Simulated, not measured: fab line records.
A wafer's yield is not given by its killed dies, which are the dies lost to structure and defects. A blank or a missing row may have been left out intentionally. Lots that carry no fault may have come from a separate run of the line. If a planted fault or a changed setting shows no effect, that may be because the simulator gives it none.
Which of the tools did it? -- flow nand-harc -- 24 lots, 72 wafers sampled, at 4 steps of a route of 1302

## WHAT THE GAUGES SHOWED, per wafer
NHARC_A_CONTACT_CD_MEAS_15. Usual: 190.0 nm for cd-nm, sd 0.57.
lot,measured,on,cd-nm (nm),flag
L074,day 22 05:42,cd-sem-03,189.7 190.2 189.8,
L075,day 23 00:46,cd-sem-01,189.9 190.1 189.6,
L076,day 23 07:34,cd-sem-01,190.0 189.9 190.0,
L077,day 23 08:14,cd-sem-03,190.5 189.8 190.2,
L078,day 24 00:19,cd-sem-02,189.3 190.2 189.7,
L079,day 24 11:12,cd-sem-03,188.9 189.6 189.8,
L081,day 25 01:08,cd-sem-03,189.6 189.4 190.1,
L080,day 25 02:23,cd-sem-01,190.6 190.6 190.0,
L082,day 26 00:27,cd-sem-03,189.9 189.7 189.9,
L084,day 26 12:10,cd-sem-02,190.4 190.2 190.4,
L083,day 26 13:23,cd-sem-03,189.1 189.2 189.1,
L086,day 27 07:07,cd-sem-03,190.5 190.5 190.6,
L085,day 27 08:44,cd-sem-02,189.4 189.1 188.9,
L087,day 28 11:00,cd-sem-03,190.1 189.8 189.7,
L089,day 28 14:57,cd-sem-01,190.0 189.7 189.6,
L088,day 28 15:11,cd-sem-01,190.6 190.6 190.3,
L091,day 29 11:25,cd-sem-03,189.7 189.3 189.8,
L090,day 29 12:25,cd-sem-01,190.1 190.4 189.9,
L092,day 29 18:55,cd-sem-02,189.2 189.9 189.6,
L093,day 29 22:35,cd-sem-01,191.2 190.5 191.2,
L094,day 30 11:56,cd-sem-03,189.9 189.9 190.2,
L095,day 31 11:02,cd-sem-01,191.2 190.0 190.3,
L096,day 32 01:01,cd-sem-01,189.7 189.6 189.9,
L097,day 32 16:40,cd-sem-01,189.7 189.9 189.6,

## WHICH TOOL RAN EACH LOT (tool, then ch and the chambers of the sampled wafers, then the start)
lot,NHARC_A_CONTACT_ETCH_124,NHARC_A_CONTACT_ETCH_97,NHARC_A_CONTACT_ETCH_139
L074,"har-cap-etch-03 ch 0,1, day 21 19:46","rie-diel-02 ch 0,1,3, day 22 04:54 or earlier","har-cap-etch-02 ch 0,1, day 22 04:54"
L075,"har-cap-etch-02 ch 0,1, day 22 12:56","rie-diel-02 ch 0,1,2, day 23 00:07 or earlier","har-cap-etch-02 ch 0,1, day 23 00:07"
L076,"har-cap-etch-01 ch 0,1, day 22 21:10","rie-diel-03 ch 0,1, day 23 06:51 or earlier","har-cap-etch-02 ch 0,1, day 23 06:51"
L077,"har-cap-etch-03 ch 0,1, day 22 22:26","rie-diel-12 ch 1,2, day 23 07:27 or earlier","har-cap-etch-03 ch 0,1, day 23 07:27"
L078,"har-cap-etch-03 ch 0,1, day 23 15:01","rie-diel-02 ch 0,1,2, day 23 23:40 or earlier","har-cap-etch-01 ch 0,1, day 23 23:40"
L079,"har-cap-etch-03 ch 0, day 24 00:38","rie-diel-02 ch 0,1,2, day 24 10:28 or earlier","har-cap-etch-03 ch 0,1, day 24 10:28"
L081,"har-cap-etch-02 ch 0,1, day 24 15:45","rie-diel-02 ch 1,3, day 25 00:24 or earlier","har-cap-etch-03 ch 1, day 25 00:24"
L080,"har-cap-etch-01 ch 0,1, day 24 16:16","rie-diel-03 ch 0,2, day 25 01:38 or earlier","har-cap-etch-02 ch 0,1, day 25 01:38"
L082,"har-cap-etch-02 ch 0,1, day 25 11:38","rie-diel-03 ch 1,3, day 25 23:43 or earlier","har-cap-etch-03 ch 0,1, day 25 23:43"
L084,"har-cap-etch-02 ch 0,1, day 26 00:04","rie-diel-02 ch 0,2,3, day 26 11:22 or earlier","har-cap-etch-01 ch 0,1, day 26 11:22"
L083,"har-cap-etch-01 ch 0,1, day 26 03:24","rie-diel-02 ch 0,3, day 26 12:35 or earlier","har-cap-etch-03 ch 0,1, day 26 12:35"
L086,"har-cap-etch-02 ch 0,1, day 26 20:52","rie-diel-03 ch 0,1,3, day 26 23:26","har-cap-etch-03 ch 0,1, day 27 06:20"
L085,"har-cap-etch-01 ch 0,1, day 26 21:40","rie-diel-02 ch 0,2,3, day 27 07:57 or earlier","har-cap-etch-02 ch 0,1, day 27 07:57"
L087,"har-cap-etch-01 ch 0,1, day 27 22:51","rie-diel-12 ch 1,2, day 28 10:04 or earlier","har-cap-etch-01 ch 0,1, day 28 10:04"
L089,"har-cap-etch-03 ch 0,1, day 28 02:22","rie-diel-03 ch 0,1, day 28 14:05 or earlier","har-cap-etch-01 ch 0,1, day 28 14:05"
L088,"har-cap-etch-02 ch 0,1, day 28 04:47","rie-diel-03 ch 2,3, day 28 14:32 or earlier","har-cap-etch-03 ch 0,1, day 28 14:32"
L091,"har-cap-etch-03 ch 0, day 28 21:32","rie-diel-02 ch 0,1, day 29 10:39 or earlier","har-cap-etch-02 ch 0,1, day 29 10:39"
L090,"har-cap-etch-02 ch 0,1, day 28 22:30","rie-diel-02 ch 0,1,3, day 29 11:38 or earlier","har-cap-etch-01 ch 0,1, day 29 11:38"
L092,"har-cap-etch-01 ch 0,1, day 29 05:06","rie-diel-03 ch 0,1,2, day 29 18:08 or earlier","har-cap-etch-02 ch 0,1, day 29 18:08"
L093,"har-cap-etch-03 ch 0, day 29 06:19","rie-diel-03 ch 0,1,2, day 29 21:49 or earlier","har-cap-etch-01 ch 0,1, day 29 21:49"
L094,"har-cap-etch-02 ch 0,1, day 30 02:16","rie-diel-12 ch 0,2,3, day 30 11:13 or earlier","har-cap-etch-03 ch 0,1, day 30 11:13"
L095,"har-cap-etch-02 ch 0,1, day 30 23:05","rie-diel-03 ch 0,1, day 31 01:37","har-cap-etch-02 ch 1, day 31 10:13"
L096,"har-cap-etch-03 ch 0, day 31 11:15","rie-diel-12 ch 0,2,3, day 32 00:17 or earlier","har-cap-etch-01 ch 0,1, day 32 00:17"
L097,"har-cap-etch-03 ch 0,1, day 32 03:55","rie-diel-03 ch 1,2, day 32 15:58 or earlier","har-cap-etch-01 ch 0,1, day 32 15:58"
- NHARC_A_CONTACT_ETCH_124: etches the open film in C4F8/O2/Ar, time 140 s, target depth 700 nm.
- NHARC_A_CONTACT_ETCH_97: etches the open film in C4F6/O2, target depth 20 nm, time 10 s.
- NHARC_A_CONTACT_ETCH_139: etches the open film in C4F8/O2/Ar, time 195 s, target depth 840 nm.

## WHAT THE TOOLS THEMSELVES READ (means of the sampled wafers that have a number; where no wafer has one, the mark that the record gives instead)
NHARC_A_CONTACT_ETCH_97. Usual: drypump-motor-current-A 5.7 A, standard deviation 0.32; oes-product-au 0.952 a.u., standard deviation 0.019; rf-vpp-V 546.3 V, standard deviation 2.6; showerhead-plenum-p-Torr 3.90 Torr, standard deviation 0.13; throttle-valve-pct 26.904 %, standard deviation 0.0091.
lot,tool,drypump-motor-current-A (A),oes-product-au (a.u.),rf-vpp-V (V),showerhead-plenum-p-Torr (Torr),throttle-valve-pct (%),flag
L074,rie-diel-02,5.7,0.926,546.6,3.97,26.901,
L075,rie-diel-02,5.9,0.946,546.7,3.89,26.906,
L076,rie-diel-03,5.6,0.953,545.8,3.85,26.906,
L077,rie-diel-12,5.8,0.942,547.4,3.97,26.901,
L078,rie-diel-02,5.9,0.941,546.6,3.88,26.915,
L079,rie-diel-02,5.9,0.949,546.2,3.88,26.902,
L081,rie-diel-02,5.4,0.941,546.5,3.93,26.901,
L080,rie-diel-03,5.7,0.998,545.3,3.86,26.910,
L082,rie-diel-03,5.5,0.925,544.7,3.85,26.903,
L084,rie-diel-02,5.7,0.964,547.4,3.98,26.902,
L083,rie-diel-02,5.8,0.984,549.5,4.08,26.898,
L086,rie-diel-03,5.5,0.961,545.3,3.86,26.901,
L085,rie-diel-02,5.7,0.947,548.1,3.97,26.904,
L087,rie-diel-12,5.8,0.956,547.3,3.95,26.902,
L089,rie-diel-03,5.5,0.939,545.8,3.86,26.908,
L088,rie-diel-03,6.0,0.954,544.2,3.82,26.897,
L091,rie-diel-02,5.8,0.944,546.1,3.83,26.906,
L090,rie-diel-02,5.7,0.945,545.9,3.94,26.897,
L092,rie-diel-03,5.8,0.944,544.7,3.83,26.908,
L093,rie-diel-03,5.8,0.967,544.4,3.83,26.897,
L094,rie-diel-12,5.7,0.932,549.2,4.02,26.904,
L095,rie-diel-03,5.5,0.950,545.5,3.83,26.907,
L096,rie-diel-12,5.7,0.957,548.6,4.01,26.902,
L097,rie-diel-03,5.9,0.975,544.3,3.80,26.901,

## THE ANSWER, worked out from the rows above alone
Rule: a lot is off if the mean of its wafers that have a number lies more than 3 standard deviations from the usual mean. Also off: a lot with no number at a reading for which 4 or more lots have one. Any other lot the step has rows for is counted as sound. Order of review: gauges by route order, followed by the tools' own readings, for which a lot's mean as printed above is used. At the first step where some lot is off, the reading lying furthest off is the one used; lots without a number count as furthest.
No lot is off at any reading shown: from this, nothing can be told.

## WHAT THE SIMULATOR PUT IN
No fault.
